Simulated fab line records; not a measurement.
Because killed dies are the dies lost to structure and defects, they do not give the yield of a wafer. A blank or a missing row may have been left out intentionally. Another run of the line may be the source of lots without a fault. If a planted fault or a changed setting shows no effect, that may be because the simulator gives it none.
What tool caused it? | flow nandHarc | 42 wafers from 14 lots sampled at 5 of the route's 1302 steps

WHAT EACH GAUGE READ, for each wafer
NHARC_END_SORT_01. Usual: defectLimitedYield 91.1 % (standard deviation 2.9); killedAtArray 55 (standard deviation 19); killedAtOther 0.8 (standard deviation 1.1); killedAtPeriphery 4.0 (standard deviation 2.6); killedDies 60 (standard deviation 20); killedOpen 3.4 (standard deviation 1.7); killedShort 2.6 (standard deviation 1.5).
lot  | measured     | on        | defectLimitedYield (%) | killedAtArray | killedAtOther | killedAtPeriphery | killedDies | killedOpen | killedShort | flag
L721 | day 28 10:59 | prober-02 | 88.5 85.4 87.6         | 74 93 76      | 2 3 2         | 2 3 6             | 78 99 84   | 1 1 4      | 1 3 6       | 
L722 | day 29 04:14 | prober-02 | 0 91.6 90.8            | 671 51 59     | 1 0 0         | 5 6 3             | 677 57 62  | 5 2 5      | 5 6 2       | OFF
L725 | day 29 12:03 | prober-01 | 0 91.0 90.5            | 673 60 60     | 0 1 0         | 4 0 4             | 677 61 64  | 5 3 2      | 3 2 2       | OFF
L723 | day 29 12:04 | prober-02 | 0 92.2 93.8            | 668 46 37     | 4 5 3         | 5 2 2             | 677 53 42  | 3 2 0      | 4 4 1       | OFF

WHAT TOOL EACH LOT RAN ON (gives the tool, then ch and the chambers of the sampled wafers, and finally the start)
lot  | NHARC_A_BONDPAD_PVD_27                 | NHARC_A_BONDPAD_ECD_18        | NHARC_THIN_TSV_DEP_47           | NHARC_THIN_TSV_CMP_21
L713 | pvdSputter-03, day 24 01:35 or earlier | ecdCu-01 ch 1, day 24 01:35   | pecvd-03 ch 0,1, day 24 17:59   | cmp-02 ch 0,3, day 24 20:58
L715 | pvdSputter-01, day 24 03:19 or earlier | ecdCu-01 ch 0,1, day 24 03:19 | pecvd-01 ch 0,1, day 24 16:47   | cmp-04 ch 0,3, day 24 19:15
L716 | pvdSputter-02, day 24 11:29 or earlier | ecdCu-01 ch 0,1, day 24 11:29 | pecvd-04 ch 0,1, day 25 02:49   | cmp-04 ch 0,2,3, day 25 05:15
L717 | pvdSputter-03, day 25 11:44 or earlier | ecdCu-01 ch 0,1, day 25 11:44 | pecvd-01 ch 0,1,2, day 26 04:52 | cmp-01 ch 0,2,3, day 26 07:38
L718 | pvdSputter-03, day 25 17:40 or earlier | ecdCu-02 ch 0, day 25 17:40   | pecvd-01 ch 0,2, day 26 09:13   | cmp-01 ch 1,3, day 26 11:43
L719 | pvdSputter-02, day 26 13:15 or earlier | ecdCu-02 ch 0,1, day 26 13:15 | pecvd-03 ch 0,2, day 27 04:20   | cmp-01 ch 0,1,2, day 27 06:46
L721 | pvdSputter-02, day 27 05:31 or earlier | ecdCu-01 ch 0,1, day 27 05:31 | pecvd-03 ch 0,1,2, day 27 20:58 | cmp-01 ch 0,3, day 27 23:24
L724 | pvdSputter-01, day 27 21:46 or earlier | ecdCu-01 ch 0,1, day 27 21:46 | pecvd-03 ch 0,1,2, day 28 13:19 | cmp-04 ch 1,2, day 28 15:52
L722 | pvdSputter-01, day 27 22:59 or earlier | ecdCu-01 ch 0,1, day 27 22:59 | pecvd-01 ch 0,1, day 28 14:37   | cmp-02 ch 0,3, day 28 17:02
L725 | pvdSputter-01, day 28 02:21 or earlier | ecdCu-01 ch 0,1, day 28 02:21 | pecvd-01 ch 1,2, day 28 20:10   | cmp-02 ch 1,2, day 28 22:41
L723 | pvdSputter-02, day 28 03:54 or earlier | ecdCu-01 ch 0,1, day 28 03:54 | pecvd-03 ch 1,2, day 28 18:59   | cmp-02 ch 2, day 28 21:19
L732 | pvdSputter-03, day 31 07:07 or earlier | ecdCu-02 ch 0,1, day 31 07:07 | pecvd-04 ch 1,2, day 32 04:26   | cmp-01 ch 0,2,3, day 32 06:59
L734 | pvdSputter-03, day 31 19:46 or earlier | ecdCu-01 ch 0,1, day 31 19:46 | pecvd-03 ch 0,1, day 32 16:11   | cmp-01 ch 0,2,3, day 32 18:42
L733 | pvdSputter-01, day 31 22:05 or earlier | ecdCu-01 ch 1, day 31 22:05   | pecvd-04 ch 0,2, day 32 17:27   | cmp-04 ch 0,2,3, day 32 19:55
- NHARC_A_BONDPAD_PVD_27: deposits Cu, target thk 30 nm, time 20.49 s.
- NHARC_A_BONDPAD_ECD_18: material Cu, target thk 400 nm.
- NHARC_THIN_TSV_DEP_47: deposits SiO2, target thk 200 nm.
- NHARC_THIN_TSV_CMP_21: polishes, t overpolish 30 s, target thk 2000 nm.

AS READ BY THE TOOLS THEMSELVES (means over the sampled wafers that have a number; for cases with no such wafer, the mark the record gives instead)
NHARC_A_BONDPAD_PVD_27. Usual: 30.0 % for throttleValvePct, sd 1.
lot  | tool          | throttleValvePct (%) | flag
L713 | pvdSputter-03 | 29.6                 | 
L715 | pvdSputter-01 | 30.8                 | 
L716 | pvdSputter-02 | 29.0                 | 
L717 | pvdSputter-03 | 29.5                 | 
L718 | pvdSputter-03 | 29.8                 | 
L719 | pvdSputter-02 | 30.4                 | 
L721 | pvdSputter-02 | 29.3                 | 
L724 | pvdSputter-01 | 29.7                 | 
L722 | pvdSputter-01 | 31.3                 | 
L725 | pvdSputter-01 | 29.8                 | 
L723 | pvdSputter-02 | 30.5                 | 
L732 | pvdSputter-03 | 30.6                 | 
L734 | pvdSputter-03 | 30.0                 | 
L733 | pvdSputter-01 | 31.1                 | 

NHARC_THIN_TSV_DEP_47. Usual: showerheadVppV 1871 V, standard deviation 69; throttleValvePct 16.1 %, standard deviation 0.67.
lot  | tool     | showerheadVppV (V) | throttleValvePct (%) | flag
L713 | pecvd-03 | 1836               | 16.1                 | 
L715 | pecvd-01 | 1938               | 16.3                 | 
L716 | pecvd-04 | 1942               | 15.1                 | 
L717 | pecvd-01 | 1849               | 16.3                 | 
L718 | pecvd-01 | 1882               | 15.9                 | 
L719 | pecvd-03 | 1882               | 16.9                 | 
L721 | pecvd-03 | 1860               | 16.4                 | 
L724 | pecvd-03 | 1848               | 16.4                 | 
L722 | pecvd-01 | 1894               | 16.5                 | 
L725 | pecvd-01 | 1802               | 16.6                 | 
L723 | pecvd-03 | 1846               | 16.1                 | 
L732 | pecvd-04 | 1906               | 15.3                 | 
L734 | pecvd-03 | 1835               | 16.4                 | 
L733 | pecvd-04 | 1919               | 15.6                 | 

NHARC_THIN_TSV_CMP_21. Usual: motorCurrentA 12.0 A, standard deviation 1.1; overpolishRunS 29.999 s, standard deviation 0.0088; padLifeWafers 201, standard deviation 100.
lot  | tool   | motorCurrentA (A) | overpolishRunS (s) | padLifeWafers | flag
L713 | cmp-02 | 11.5              | 30.005             | 206           | 
L715 | cmp-04 | 13.0              | 29.988             | 254           | 
L716 | cmp-04 | 13.4              | 30.001             | 326           | 
L717 | cmp-01 | 12.0              | 29.999             | 86            | 
L718 | cmp-01 | 10.9              | 30.000             | 97            | 
L719 | cmp-01 | 11.7              | 30.000             | 176           | 
L721 | cmp-01 | 11.1              | 30.003             | 252           | 
L724 | cmp-04 | 13.4              | 29.993             | 283           | 
L722 | cmp-02 | 11.7              | 30.011             | -             | OFF
L725 | cmp-02 | 11.9              | 29.998             | -             | OFF
L723 | cmp-02 | 11.4              | 30.007             | 174           | 
L732 | cmp-01 | 11.7              | 29.999             | 301           | 
L734 | cmp-01 | 11.6              | 29.998             | 349           | 
L733 | cmp-04 | 13.1              | 29.997             | 260           | 

THE ANSWER, worked out from the rows above alone
Rule: take the mean of a lot's wafers that have a number; if it is more than 3 standard deviations from the usual mean, the lot is off. A lot without any number at a reading at which 4 lots or more have one is off too. Any other lot the step has rows for is counted as sound. The gauges are gone through in route order, then the tools' own readings, and for those a lot's mean is taken as printed above. At the first step where some lot is off, the reading lying furthest off is the one used; lots without a number count as furthest.
Off: L722, L725, L723, at NHARC_END_SORT_01 (killedAtArray). Neither off nor sound, because the step has no rows for them: L713, L715, L716, L717, L718, L719, L724, L732, L734, L733.
If a tool, at a process step before that reading, ran all the lots that are off and no sound lot after the first of them, it fits. The gauges at NHARC_END_SORT_01 are tried like those tools. With no start given for some of its lots, NHARC_A_BONDPAD_PVD_27 uses the hours and lot order of NHARC_A_BONDPAD_ECD_18. 2 tools fit, ecdCu-01 at NHARC_A_BONDPAD_ECD_18 and cmp-02 at NHARC_THIN_TSV_CMP_21, so this cannot tell which one it is.

WHAT WAS PUT IN BY THE SIMULATOR
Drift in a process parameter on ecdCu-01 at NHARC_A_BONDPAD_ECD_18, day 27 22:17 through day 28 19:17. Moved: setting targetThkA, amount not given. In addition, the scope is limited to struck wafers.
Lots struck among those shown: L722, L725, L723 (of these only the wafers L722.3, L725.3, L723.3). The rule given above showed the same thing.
